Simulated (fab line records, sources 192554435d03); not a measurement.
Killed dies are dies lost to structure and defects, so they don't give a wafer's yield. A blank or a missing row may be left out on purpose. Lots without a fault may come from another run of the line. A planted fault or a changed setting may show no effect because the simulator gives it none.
fab line records | flow n5_finfet
record lots=11 wafers=33 last_day=18
route steps=1938 shown BEOL_M11@1597 BEOL_M12@1624 PASSIVATION@1936
lots that met no fault: from a run of the same line without faults
start_h: hours from the record's first day to the start of the lot's first wafer shown | wait_h: hours since the lot's step before | " the same as in the row above | L1.1+2: a row that stands for several wafers | - no value, or no start given | * or withheld: withheld | < > ~ a bound
route shown NAME@n: a module of which the file shows steps, and the number in the route of the first | usual: mean/standard deviation of fault-free wafers | same: alike in all rows | chamber/n: place in a boat | sites: the reading at each site | _std_site: their standard deviation | _edge_site: outer sites' mean less inner sites' | radius_mm: how far each site lies from the wafer's centre | mask NAME#n: copy n | behind: the tool/chamber that last shaped the wafer | hold: why the lot was held/for how many hours/how that ended | device: the transistor (n, p or np) that didn't switch | end of line: the same wafers' tests at the end of the route | a step without rows: its recipe alone | killed: dies lost to structure and defects at the first sort, not the wafer's yield | map: a wafer's dies, x killed, . not, _ none there
set.NAME: the setting as run; set.NAME@STEP: as run at that earlier step | model.NAME: the simulator's own value behind a step, which no gauge read
steps of the route over a sample of lots; a table a step, a row a wafer
services: from which hour (start_h, from the record's first day; less than 0 if before it) a tool's chamber was out of use, for how many hours, and why
## steps
# step N5_BEOL_M11_THK_MEAS_53
# recipe thk_meas_gauge=xrf reads=Cu_of_BEOL_M11_ECD_50
# usual M11_THK=139/3.5
# columns lot.wafer tool chamber start_h wait_h M11_THK[nm]
L527.1 film_metro-02 - 245.69 - 140
L527.3 " - " " 138
L527.5 " - " " 143
L529.3 film_metro-01 - 261.26 - 137
L529.5 " - " " 135
L529.6 " - " " 134
L530.2 film_metro-02 - 269.99 - 139
L530.5 " - " " 140
L530.6 " - " " 137
L531.2 film_metro-02 - 283.22 - 137
L531.3 " - " " 142
L531.6 " - " " 142
L537.1 film_metro-01 - 315.15 - 134
L537.5 " - " " 139
L537.6 " - " " 137
L538.2 film_metro-02 - 319.67 - 137
L538.3 " - " " 138
L538.5 " - " " 140
L540.1 film_metro-02 - 333.07 - 134
L540.2 " - " " 139
L540.5 " - " " 140
L543.1 film_metro-01 - 353.17 - 137
L543.2 " - " " 130
L543.3 " - " " 137
L544.1 film_metro-01 - 383.69 - 137
L544.4 " - " " 141
L544.5 " - " " 140
L547.2 film_metro-02 - 389.21 - 138
L547.3 " - " " 144
L547.6 " - " " 137
L548.1 film_metro-02 - 403.98 - 136
L548.5 " - " " 138
L548.6 " - " " 145
# step N5_BEOL_M12_COAT_66
# recipe resist=SiARC temp_c=220 time_s=60 spin_rpm=1500 resist_thk_nm=110
# usual exhaust_pa=45.0/0.8 heater_power_total_W=427.5/2.2 plate_temp_C=219.99/0.18 resist_line_temp_C=23.01/0.12 spin_speed_rpm=1499.9/0.86
# columns lot.wafer tool chamber start_h wait_h exhaust_pa heater_power_total_W plate_temp_C resist_line_temp_C spin_speed_rpm
L527.1 litho_track-01 0 247.42 - 46.6 430.1 220.34 23.03 1501.3
L527.3 " 0 " " 44.7 427.6 220.16 22.82 1499.7
L527.5 " 0 " " 47.2 429.5 219.89 22.98 1500.5
L529.3 litho_track-04 0 262.62 - 45.5 424.3 220.20 22.87 1499.7
L529.5 " 0 " " 45.9 424.8 220.06 22.87 1499.0
L529.6 " 0 " " 45.6 428.8 220.02 22.95 1500.1
L530.2 litho_track-01 0 271.36 - 44.7 429.2 219.85 23.09 1499.4
L530.5 " 0 " " 44.4 428.0 219.86 23.13 1500.0
L530.6 " 0 " " 44.3 425.2 219.72 22.93 1498.7
L531.2 litho_track-04 0 284.64 - 44.2 429.6 220.11 22.97 1499.9
L531.3 " 0 " " 44.6 428.0 219.98 22.98 1499.6
L531.6 " 0 " " 44.4 424.8 219.97 22.93 1500.0
L537.1 litho_track-01 0 316.39 - 46.9 420.5 217.69 23.03 1499.9
L537.5 " 0 " " 45.4 419.4 217.56 22.88 1498.3
L537.6 " 0 " " 45.4 421.6 217.95 23.06 1499.3
L538.2 litho_track-01 0 321.07 - 45.9 422.7 217.96 23.07 1500.8
L538.3 " 0 " " 44.2 420.8 217.72 23.22 1501.1
L538.5 " 0 " " 45.5 424.0 217.79 23.00 1500.3
L540.1 litho_track-01 0 334.32 - 45.1 420.7 217.50 23.23 1499.1
L540.2 " 0 " " 44.8 418.6 217.49 23.12 1500.9
L540.5 " 0 " " 44.7 423.2 217.62 23.14 1499.6
L543.1 litho_track-04 0 354.56 - 45.0 424.4 220.22 22.92 1500.5
L543.2 " 0 " " 45.6 430.3 220.19 22.83 1501.0
L543.3 " 0 " " 44.8 424.4 219.91 22.94 1501.6
L544.1 litho_track-04 0 384.93 - 44.2 427.6 219.74 23.14 1501.4
L544.4 " 0 " " 43.9 425.1 220.05 22.94 1499.4
L544.5 " 0 " " 45.3 430.9 219.85 22.99 1499.5
L547.2 litho_track-04 0 390.45 - 45.6 426.4 219.96 23.15 1498.8
L547.3 " 0 " " 45.9 430.8 219.85 23.15 1500.8
L547.6 " 0 " " 44.3 429.5 220.21 23.05 1500.1
L548.1 litho_track-01 0 405.40 - 45.4 424.6 220.26 23.17 1498.6
L548.5 " 0 " " 45.4 428.2 220.39 22.99 1500.6
L548.6 " 0 " " 45.3 427.9 219.74 23.19 1499.9
# step N5_BEOL_M12_CD_MEAS_28
# recipe target_cd_nm=160.2 landing_energy_ev=500 detector=se_inlens polarity=opening
# usual cd_nm=161.0/1.5
# columns lot.wafer tool chamber start_h wait_h cd_nm
L527.1 cd_sem-02 0 247.84 - 161.1
L527.3 " 0 " " 159.6
L527.5 " 0 " " 161.1
L529.3 cd_sem-01 0 262.91 - 159.2
L529.5 " 0 " " 159.2
L529.6 " 0 " " 159.7
L530.2 cd_sem-03 0 271.77 - 160.4
L530.5 " 0 " " 159.9
L530.6 " 0 " " 161.5
L531.2 cd_sem-03 0 285.05 - 160.5
L531.3 " 0 " " 163.2
L531.6 " 0 " " 160.6
L537.1 cd_sem-01 0 316.68 - 160.6
L537.5 " 0 " " 160.4
L537.6 " 0 " " 161.8
L538.2 cd_sem-01 0 321.49 - 162.2
L538.3 " 0 " " 162.0
L538.5 " 0 " " 162.1
L540.1 cd_sem-02 0 334.73 - 160.1
L540.2 " 0 " " 162.8
L540.5 " 0 " " 161.7
L543.1 cd_sem-01 0 354.84 - 161.5
L543.2 " 0 " " 161.2
L543.3 " 0 " " 160.9
L544.1 cd_sem-02 0 385.34 - 160.0
L544.4 " 0 " " 159.6
L544.5 " 0 " " 159.8
L547.2 cd_sem-03 0 390.86 - 160.9
L547.3 " 0 " " 159.8
L547.6 " 0 " " 160.4
L548.1 cd_sem-03 0 405.81 - 164.6
L548.5 " 0 " " 163.6
L548.6 " 0 " " 162.4
# step N5_BEOL_M12_ETCH_68
# recipe chemistry=N2/H2 target=SOC mask_material=SiARC source_w=3000 bias_w=350 temp_c=40 time_s=285 ion_energy_ev=200 pressure_mtorr=30 n2_flow_sccm=200 h2_flow_sccm=200
# usual drypump_motor_current_A=5.6/0.5 oes_product_au=0.83/0.072 rf_vpp_V=524.4/2.9 showerhead_plenum_p_Torr=2.56/0.1 throttle_valve_pct=17.69/0.21
# columns lot.wafer tool chamber start_h wait_h drypump_motor_current_A oes_product_au rf_hours_counter_h rf_vpp_V showerhead_plenum_p_Torr throttle_valve_pct
L527.1 rie_diel-02 2 248.11 0.1 5.4 0.90 34 528.3 2.71 17.70
L527.3 " 0 " " 5.6 0.70 213 521.4 2.41 17.98
L527.5 " 2 " " 5.4 0.90 - 527.1 2.71 17.70
L529.3 rie_diel-01 1 263.18 0.1 6.8 0.90 36 524.0 2.48 17.82
L529.5 " 0 " " 6.0 0.75 - 524.1 2.53 17.73
L529.6 " 1 " " 6.7 0.89 - 523.1 2.48 17.80
L530.2 rie_diel-02 2 272.04 0.1 5.5 0.89 42 527.8 2.71 17.70
L530.5 " 2 " " 5.4 0.89 - 529.1 2.71 17.69
L530.6 " 1 " " 5.4 0.96 - 528.7 2.70 17.40
L531.2 rie_diel-01 3 285.76 0.1 6.1 0.86 50 522.1 2.48 17.71
L531.3 " 2 " " 5.2 0.89 37 523.1 2.48 17.33
L531.6 " 1 " " 6.7 0.88 - 522.9 2.48 17.81
L537.1 rie_diel-06 1 316.95 0.1 5.0 0.76 167 523.3 2.53 17.58
L537.5 " 3 " " 5.3 0.84 - 521.4 2.48 17.45
L537.6 " 0 " " 5.6 0.87 - 527.7 2.70 17.75
L538.2 rie_diel-02 1 321.87 0.1 5.4 0.90 25 528.8 2.69 17.42
L538.3 " 3 " " 6.6 0.98 2 529.2 2.74 17.39
L538.5 " 2 " " 5.4 0.85 - 527.5 2.70 17.73
L540.1 rie_diel-02 0 335.02 0.1 5.6 0.68 244 521.0 2.40 18.04
L540.2 " 2 " " 5.4 0.85 67 528.3 2.69 17.74
L540.5 " 2 " " 5.4 0.85 - 528.0 2.69 17.74
L543.1 rie_diel-06 0 355.13 0.1 5.5 0.87 62 527.1 2.70 17.76
L543.2 " 2 " " 5.5 0.79 116 524.5 2.56 18.05
L543.3 " 3 " " 5.3 0.82 77 521.6 2.47 17.47
L544.1 rie_diel-06 0 385.61 0.1 5.5 0.84 74 526.9 2.69 17.80
L544.4 " 1 " " 4.9 0.74 190 524.2 2.52 17.62
L544.5 " 3 " " 5.3 0.80 - 522.0 2.46 17.49
L547.2 rie_diel-01 0 391.13 0.1 6.0 0.71 194 523.3 2.51 17.81
L547.3 " 3 " " 6.1 0.82 88 521.1 2.47 17.78
L547.6 " 3 " " 6.1 0.80 - 521.5 2.47 17.80
L548.1 rie_diel-06 0 406.11 0.1 5.5 0.84 82 528.5 2.69 17.79
L548.5 " 0 " " 5.6 0.83 - 527.4 2.69 17.79
L548.6 " 1 " " 4.9 0.73 - 523.4 2.52 17.64
# step N5_PASSIVATION_PROBE_49
# usual defect_limited_yield=91.4/1.3 killed_at_M0_to_M3=34/10 killed_at_M4_up=14/5.6 killed_at_contacts=13/5.9 killed_at_front_end=37/9.9 killed_at_other=3.5/2.8 killed_dies=101/15 killed_on_rim=13/3.9 killed_open=67/12 killed_short=32/6.6 sort_bin_4_leakage=0.00/0.014 sort_bin_5_function=5.0/0.81 sort_bin_6_memory=3.2/0.66 sort_n_pass=1079/15 sort_yield_pct=91.4/1.3
# same gross_dies=1180 killed_at_back_side=0 sort_bin_8_speed[%]=0
# columns lot.wafer tool chamber start_h wait_h defect_limited_yield[%] killed_at_M0_to_M3 killed_at_M4_up killed_at_contacts killed_at_front_end killed_at_other killed_dies killed_on_rim killed_open killed_short sort_bin_4_leakage[%] sort_bin_5_function[%] sort_bin_6_memory[%] sort_n_pass sort_yield_pct[%]
L527.1 prober-01 - 287.90 0.0 92.3 24 15 14 30 8 91 9 56 34 0 4.7 2.6 1089 92.3
L527.3 prober-01 - 288.00 0.1 89.7 46 12 32 30 2 122 20 87 35 0 4.9 4.7 1058 89.7
L527.5 prober-01 - 288.10 0.2 91.5 31 11 22 30 6 100 11 71 28 0 5.5 2.7 1080 91.5
L529.3 prober-02 - 308.74 0.1 91.7 29 11 19 35 4 98 13 65 32 0 5.1 2.8 1082 91.7
L529.5 prober-02 - 308.84 0.2 91.9 38 14 11 31 2 96 10 68 28 0 4.8 3.1 1084 91.9
L529.6 prober-02 - 308.89 0.3 90.8 42 15 11 41 0 109 11 81 28 0 6.4 2.5 1071 90.8
L530.2 prober-01 - 311.72 0.1 92.3 39 25 7 18 2 91 15 66 25 0 5.3 2.3 1089 92.3
L530.5 prober-01 - 311.87 0.2 92.0 35 21 10 28 0 94 10 70 24 0 5.1 2.9 1086 92.0
L530.6 prober-01 - 311.92 0.3 92.0 35 20 10 27 2 94 15 63 28 0 4.4 3.1 1086 92.0
L531.2 prober-02 - 323.84 0.1 92.3 31 8 19 24 9 91 14 59 31 0 4.6 2.8 1089 92.3
L531.3 prober-02 - 323.89 0.1 91.9 29 17 16 31 2 95 9 68 27 0 4.7 3.3 1085 91.9
L531.6 prober-02 - 324.04 0.3 92.1 23 9 11 42 8 93 13 51 42 0 4.7 2.6 1087 92.1
L537.1 prober-01 - 352.87 0.0 91.3 35 16 16 33 3 103 16 72 28 0 5.6 2.7 1077 91.3
L537.5 prober-01 - 353.07 0.2 92.0 18 35 6 33 2 94 13 65 29 0 5.1 2.5 1086 92.0
L537.6 prober-01 - 353.12 0.3 92.0 13 17 7 54 3 94 11 66 27 0 4.1 3.6 1086 92.0
L538.2 prober-02 - 359.23 0.1 93.7 18 13 22 16 5 74 7 42 32 0 3.4 2.7 1106 93.7
L538.3 prober-02 - 359.28 0.1 92.3 19 10 36 22 4 91 16 62 29 0 4.9 2.6 1089 92.3
L538.5 prober-02 - 359.38 0.2 90.8 29 10 25 44 0 108 18 66 42 0 5.4 3.6 1072 90.8
L540.1 prober-01 - 371.93 0.0 91.8 23 14 9 51 0 97 10 73 24 0 5.4 2.5 1083 91.8
L540.2 prober-01 - 371.98 0.1 91.9 33 21 8 34 0 96 15 64 32 0.17 4.6 3.4 1082 91.7
L540.5 prober-01 - 372.13 0.2 87.6 55 20 21 45 5 146 14 96 50 0 7.1 4.5 1034 87.6
L543.1 prober-01 - 395.85 0.0 93.6 26 12 4 25 9 76 16 45 29 0 4.0 2.0 1104 93.6
L543.2 prober-01 - 395.90 0.1 92.2 37 14 5 32 4 92 4 60 32 0 4.8 2.9 1088 92.2
L543.3 prober-01 - 395.95 0.1 91.2 40 4 17 39 4 104 14 58 45 0 5.2 3.5 1076 91.2
L544.1 prober-02 - 418.65 0.6 89.9 29 20 19 47 4 119 15 81 36 0 6.0 3.6 1061 89.9
L544.4 prober-02 - 418.80 0.7 93.5 26 15 10 20 6 77 5 42 34 0 4.2 2.2 1103 93.5
L544.5 prober-02 - 418.85 0.8 90.4 37 23 13 38 2 113 16 82 28 0 5.8 3.5 1067 90.4
L547.2 prober-02 - 423.61 0.1 90.8 44 10 9 42 4 109 9 72 37 0 5.7 3.3 1071 90.8
L547.3 prober-02 - 423.66 0.1 91.2 26 15 15 43 5 104 16 68 35 0 4.8 3.7 1076 91.2
L547.6 prober-02 - 423.81 0.3 92.1 39 19 10 24 1 93 8 55 38 0 4.7 3.1 1087 92.1
L548.1 prober-02 - 438.86 0.0 91.4 39 12 16 33 2 102 15 70 32 0 5.3 3.0 1078 91.4
L548.5 prober-02 - 439.06 0.2 91.6 37 19 20 20 3 99 13 67 30 0 5.0 3.1 1081 91.6
L548.6 prober-02 - 439.11 0.3 93.7 33 11 6 20 4 74 8 38 36 0 4.0 2.3 1106 93.7
# killed by level:class
L527.1 MOL_CONTACT_COAG:geometric_particle:open=11 BEOL_M0_SAQP:geometric_particle:open=9 STARTING-WAFER:geometric_particle:short=6 BEOL_M0_SAQP:geometric_particle:short=5 BEOL_M3:geometric_particle:open=5 DUMMY_GATE:geometric_particle:open=4 BEOL_M6:geometric_particle:open=4 PASS1_CAP:geometric_particle:short=4
L527.3 MOL_CONTACT_COAG:geometric_particle:open=24 BEOL_M3:geometric_particle:open=14 FIN_SAQP:geometric_particle:short=10 BEOL_M0_SAQP:geometric_particle:open=10 MOL_CONTACT_COAG:geometric_particle:short=8 BEOL_M2:geometric_particle:open=8 GATE_CUT:geometric_particle:open=5 BEOL_M0_SAQP:geometric_particle:short=5
L527.5 MOL_CONTACT_COAG:geometric_particle:open=18 BEOL_M2:geometric_particle:open=11 BEOL_M3:geometric_particle:open=7 BEOL_M0_SAQP:geometric_particle:open=6 BEOL_M0_SAQP:geometric_particle:short=5 FIN_SAQP:geometric_particle:open=4 FIN_SAQP:geometric_particle:short=4 STI_FIN_REVEAL:geometric_particle:short=4
L529.3 MOL_CONTACT_COAG:geometric_particle:open=16 FIN_SAQP:geometric_particle:open=10 FIN_SAQP:geometric_particle:short=6 BEOL_M0_SAQP:geometric_particle:open=6 GATE_CUT:geometric_particle:short=5 BEOL_M0_SAQP:geometric_particle:short=5 STI_FIN_REVEAL:geometric_particle:open=4 BEOL_M4:geometric_particle:open=4
L529.5 BEOL_M3:geometric_particle:open=14 MOL_CONTACT_COAG:geometric_particle:open=10 STI_FIN_REVEAL:geometric_particle:open=8 BEOL_M4:geometric_particle:open=8 FIN_SAQP:geometric_particle:open=6 BEOL_M2:geometric_particle:open=6 BEOL_M0_SAQP:geometric_particle:short=4 BEOL_M3:geometric_particle:short=4
L529.6 FIN_SAQP:geometric_particle:open=13 STI_FIN_REVEAL:geometric_particle:open=12 BEOL_M2:geometric_particle:open=12 BEOL_M3:geometric_particle:open=8 MOL_CONTACT_COAG:geometric_particle:open=7 BEOL_M4:geometric_particle:open=6 BEOL_M1:geometric_particle:open=5 BEOL_M3:geometric_particle:short=5
L530.2 BEOL_M0_SAQP:geometric_particle:open=11 BEOL_M4:geometric_particle:open=11 BEOL_M2:geometric_particle:open=9 BEOL_M3:geometric_particle:open=8 BEOL_M5:geometric_particle:open=5 MOL_CONTACT_COAG:geometric_particle:open=5 BEOL_M0_SAQP:geometric_particle:short=4 FIN_SAQP:geometric_particle:open=3
L530.5 BEOL_M3:geometric_particle:open=11 BEOL_M4:geometric_particle:open=11 BEOL_M0_SAQP:geometric_particle:short=9 MOL_CONTACT_COAG:geometric_particle:open=8 BEOL_M2:geometric_particle:open=8 STI_FIN_REVEAL:geometric_particle:open=5 ILD0:geometric_particle:open=4 GATE_CUT:geometric_particle:open=4
L530.6 BEOL_M3:geometric_particle:open=10 MOL_CONTACT_COAG:geometric_particle:open=9 BEOL_M0_SAQP:geometric_particle:open=9 BEOL_M4:geometric_particle:open=9 FIN_SAQP:geometric_particle:open=7 BEOL_M0_SAQP:geometric_particle:short=5 FIN_SAQP:geometric_particle:short=4 BEOL_M2:geometric_particle:open=4
L531.2 MOL_CONTACT_COAG:geometric_particle:open=16 BEOL_M0_SAQP:geometric_particle:open=12 BEOL_M0_SAQP:geometric_particle:short=8 FIN_SAQP:geometric_particle:short=6 FIN_SAQP:geometric_particle:open=4 BEOL_M4:geometric_particle:open=4 STI_FIN_REVEAL:geometric_particle:short=3 BEOL_M2:geometric_particle:open=3
L531.3 MOL_CONTACT_COAG:geometric_particle:open=16 BEOL_M0_SAQP:geometric_particle:short=9 BEOL_M0_SAQP:geometric_particle:open=8 BEOL_M4:geometric_particle:open=8 GATE_CUT:geometric_particle:short=7 BEOL_M2:geometric_particle:open=7 STI_FIN_REVEAL:geometric_particle:open=6 FIN_SAQP:geometric_particle:open=4
L531.6 FIN_SAQP:geometric_particle:open=12 MOL_CONTACT_COAG:geometric_particle:open=10 FIN_SAQP:geometric_particle:short=7 BEOL_M0_SAQP:geometric_particle:short=6 STI_FIN_REVEAL:geometric_particle:open=5 BEOL_M2:geometric_particle:short=4 BEOL_M2:geometric_particle:open=4 STI_FIN_REVEAL:geometric_particle:short=3
L537.1 MOL_CONTACT_COAG:geometric_particle:open=14 STI_FIN_REVEAL:geometric_particle:open=12 FIN_SAQP:geometric_particle:open=9 BEOL_M2:geometric_particle:open=7 BEOL_M4:geometric_particle:open=7 BEOL_M3:geometric_particle:short=5 BEOL_M1:geometric_particle:open=5 BEOL_M0_SAQP:geometric_particle:short=4
L537.5 BEOL_M4:geometric_particle:open=16 STI_FIN_REVEAL:geometric_particle:open=10 BEOL_M5:geometric_particle:open=9 DUMMY_GATE:geometric_particle:open=7 BEOL_M0_SAQP:geometric_particle:open=7 BEOL_M0_SAQP:geometric_particle:short=6 FIN_SAQP:geometric_particle:short=4 MOL_CONTACT_COAG:geometric_particle:open=4
L537.6 FIN_SAQP:geometric_particle:open=18 STI_FIN_REVEAL:geometric_particle:open=13 FIN_SAQP:geometric_particle:short=8 BEOL_M4:geometric_particle:open=6 BEOL_M1:geometric_particle:open=5 MOL_CONTACT_COAG:geometric_particle:open=4 BEOL_M6:geometric_particle:open=4 DUMMY_GATE:geometric_particle:open=3
L538.2 MOL_CONTACT_COAG:geometric_particle:open=13 MOL_CONTACT_COAG:geometric_particle:short=9 BEOL_M4:geometric_particle:open=6 BEOL_M2:geometric_particle:open=5 FIN_SAQP:geometric_particle:short=4 BEOL_M0_SAQP:geometric_particle:short=4 STI_FIN_REVEAL:geometric_particle:open=3 ILD0:geometric_particle:short=2
L538.3 MOL_CONTACT_COAG:geometric_particle:open=27 MOL_CONTACT_COAG:geometric_particle:short=9 STI_FIN_REVEAL:geometric_particle:open=7 BEOL_M1:geometric_particle:open=7 STARTING-WAFER:geometric_particle:open=4 STI_FIN_REVEAL:geometric_particle:short=3 ILD0:geometric_particle:short=3 BEOL_M0_SAQP:geometric_particle:open=3
L538.5 STI_FIN_REVEAL:geometric_particle:open=17 MOL_CONTACT_COAG:geometric_particle:open=16 FIN_SAQP:geometric_particle:short=9 MOL_CONTACT_COAG:geometric_particle:short=9 BEOL_M2:geometric_particle:open=8 BEOL_M3:geometric_particle:short=8 STI_FIN_REVEAL:geometric_particle:short=7 BEOL_M0_SAQP:geometric_particle:open=5
L540.1 STI_FIN_REVEAL:geometric_particle:open=24 FIN_SAQP:geometric_particle:open=7 BEOL_M0_SAQP:geometric_particle:open=6 BEOL_M4:geometric_particle:open=6 STI_FIN_REVEAL:geometric_particle:short=5 MOL_CONTACT_COAG:geometric_particle:open=5 BEOL_M3:geometric_particle:open=4 ILD0:geometric_particle:short=4
L540.2 STI_FIN_REVEAL:geometric_particle:open=11 BEOL_M0_SAQP:geometric_particle:short=11 BEOL_M4:geometric_particle:open=7 MOL_CONTACT_COAG:geometric_particle:open=6 BEOL_M2:geometric_particle:open=6 BEOL_M3:geometric_particle:short=5 BEOL_M8:geometric_particle:open=5 BEOL_M0_SAQP:geometric_particle:open=4
L540.5 MOL_CONTACT_COAG:geometric_particle:open=18 STI_FIN_REVEAL:geometric_particle:open=12 BEOL_M1:geometric_particle:open=12 BEOL_M0_SAQP:geometric_particle:short=11 BEOL_M0_SAQP:geometric_particle:open=11 BEOL_M4:geometric_particle:open=9 BEOL_M3:geometric_particle:open=7 ILD0:geometric_particle:short=6
L543.1 BEOL_M0_SAQP:geometric_particle:short=8 BEOL_M2:geometric_particle:open=8 BEOL_M4:geometric_particle:open=5 FIN_SAQP:geometric_particle:open=4 STI_FIN_REVEAL:geometric_particle:open=3 DUMMY_GATE:geometric_particle:open=3 GATE_CUT:geometric_particle:short=3 GATE_CUT:geometric_particle:open=3
L543.2 BEOL_M0_SAQP:geometric_particle:short=15 FIN_SAQP:geometric_particle:open=10 BEOL_M2:geometric_particle:open=9 BEOL_M4:geometric_particle:open=9 FIN_SAQP:geometric_particle:short=7 STI_FIN_REVEAL:geometric_particle:open=7 BEOL_M0_SAQP:geometric_particle:open=7 MOL_CONTACT_COAG:geometric_particle:open=4
L543.3 BEOL_M0_SAQP:geometric_particle:short=18 MOL_CONTACT_COAG:geometric_particle:open=15 BEOL_M0_SAQP:geometric_particle:open=10 STI_FIN_REVEAL:geometric_particle:open=6 DUMMY_GATE:geometric_particle:open=6 GATE_CUT:geometric_particle:short=6 FIN_SAQP:geometric_particle:short=5 BEOL_M1:geometric_particle:open=4
L544.1 MOL_CONTACT_COAG:geometric_particle:open=15 STI_FIN_REVEAL:geometric_particle:open=14 BEOL_M3:geometric_particle:open=8 BEOL_M0_SAQP:geometric_particle:short=7 FIN_SAQP:geometric_particle:short=5 FIN_SAQP:geometric_particle:open=5 DUMMY_GATE:geometric_particle:open=5 BEOL_M6:geometric_particle:open=5
L544.4 BEOL_M0_SAQP:geometric_particle:short=14 MOL_CONTACT_COAG:geometric_particle:open=8 BEOL_M4:geometric_particle:open=8 STI_FIN_REVEAL:geometric_particle:open=4 BEOL_M0_SAQP:geometric_particle:open=4 BEOL_M2:geometric_particle:open=4 ILD0:geometric_particle:short=3 STARTING-WAFER:geometric_particle:short=3
L544.5 STI_FIN_REVEAL:geometric_particle:open=13 MOL_CONTACT_COAG:geometric_particle:open=11 BEOL_M2:geometric_particle:open=10 BEOL_M3:geometric_particle:open=9 BEOL_M0_SAQP:geometric_particle:open=6 BEOL_M4:geometric_particle:open=6 FIN_SAQP:geometric_particle:open=5 BEOL_M0_SAQP:geometric_particle:short=5
L547.2 FIN_SAQP:geometric_particle:open=14 BEOL_M0_SAQP:geometric_particle:open=12 BEOL_M0_SAQP:geometric_particle:short=10 MOL_CONTACT_COAG:geometric_particle:open=8 BEOL_M1:geometric_particle:open=7 GATE_CUT:geometric_particle:short=5 BEOL_M2:geometric_particle:open=5 BEOL_M3:geometric_particle:open=5
L547.3 MOL_CONTACT_COAG:geometric_particle:open=13 STI_FIN_REVEAL:geometric_particle:open=10 FIN_SAQP:geometric_particle:open=9 DUMMY_GATE:geometric_particle:open=6 BEOL_M0_SAQP:geometric_particle:short=6 FIN_SAQP:geometric_particle:short=4 BEOL_M0_SAQP:geometric_particle:open=4 BEOL_M1:geometric_particle:open=4
L547.6 BEOL_M0_SAQP:geometric_particle:short=11 MOL_CONTACT_COAG:geometric_particle:open=8 BEOL_M3:geometric_particle:open=8 BEOL_M1:geometric_particle:open=6 FIN_SAQP:geometric_particle:open=5 FIN_SAQP:geometric_particle:short=5 GATE_CUT:geometric_particle:short=5 BEOL_M0_SAQP:geometric_particle:open=4
L548.1 BEOL_M0_SAQP:geometric_particle:open=14 MOL_CONTACT_COAG:geometric_particle:open=13 BEOL_M0_SAQP:geometric_particle:short=13 STI_FIN_REVEAL:geometric_particle:open=8 FIN_SAQP:geometric_particle:open=7 BEOL_M3:geometric_particle:open=6 FIN_SAQP:geometric_particle:short=4 BEOL_M4:geometric_particle:open=4
L548.5 MOL_CONTACT_COAG:geometric_particle:open=16 BEOL_M0_SAQP:geometric_particle:open=15 BEOL_M4:geometric_particle:open=10 BEOL_M0_SAQP:geometric_particle:short=9 BEOL_M2:geometric_particle:open=9 FIN_SAQP:geometric_particle:short=6 STI_FIN_REVEAL:geometric_particle:open=5 MOL_CONTACT_COAG:geometric_particle:short=4
L548.6 BEOL_M0_SAQP:geometric_particle:short=17 FIN_SAQP:geometric_particle:open=6 DUMMY_GATE:geometric_particle:open=5 BEOL_M1:geometric_particle:open=4 BEOL_M0_SAQP:geometric_particle:open=4 BEOL_M2:geometric_particle:open=4 GATE_CUT:geometric_particle:short=3 MOL_CONTACT_COAG:geometric_particle:short=3
## services
# columns tool chamber start_h hours kind
rie_diel-01 0 231.78 6.0 repair
rie_diel-02 0 262.90 4.5 repair
rie_diel-02 3 287.94 - clean
rie_diel-02 3 287.94 - consumable_replace:focus_ring
rie_diel-02 3 287.94 - consumable_replace:showerhead
rie_diel-02 3 287.94 28.8 scheduled_down
rie_diel-02 3 287.94 28.8 vent_cycle
rie_diel-06 0 323.70 2.2 repair
rie_diel-02 0 353.41 - clean
rie_diel-02 0 353.41 - consumable_replace:focus_ring
rie_diel-02 0 353.41 - consumable_replace:showerhead
rie_diel-02 0 353.41 14.4 scheduled_down
rie_diel-02 0 353.41 14.4 vent_cycle
## key
first_sign step=N5_BEOL_M12_COAT_66 reading=plate_temp_C direction=down sigmas=13 usual=* struck=*
effect step=N5_BEOL_M12_COAT_66 reading=heater_power_total_W direction=down sigmas=2.9 usual=* struck=*
met_at N5_BEOL_M12_COAT_66
struck_lots L537,L538,L540
not_acting_at N5_BEOL_M11_THK_MEAS_53,N5_BEOL_M12_CD_MEAS_28,N5_BEOL_M12_ETCH_68
onset_between 271.36 316.39
fault kind=process_parameter_drift tool=litho_track-01 chamber=- onset_h=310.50 steps=N5_BEOL_M12_COAT_66 channel=temp_c offset=* shape=step end_h=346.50 acts_in=* stated=*
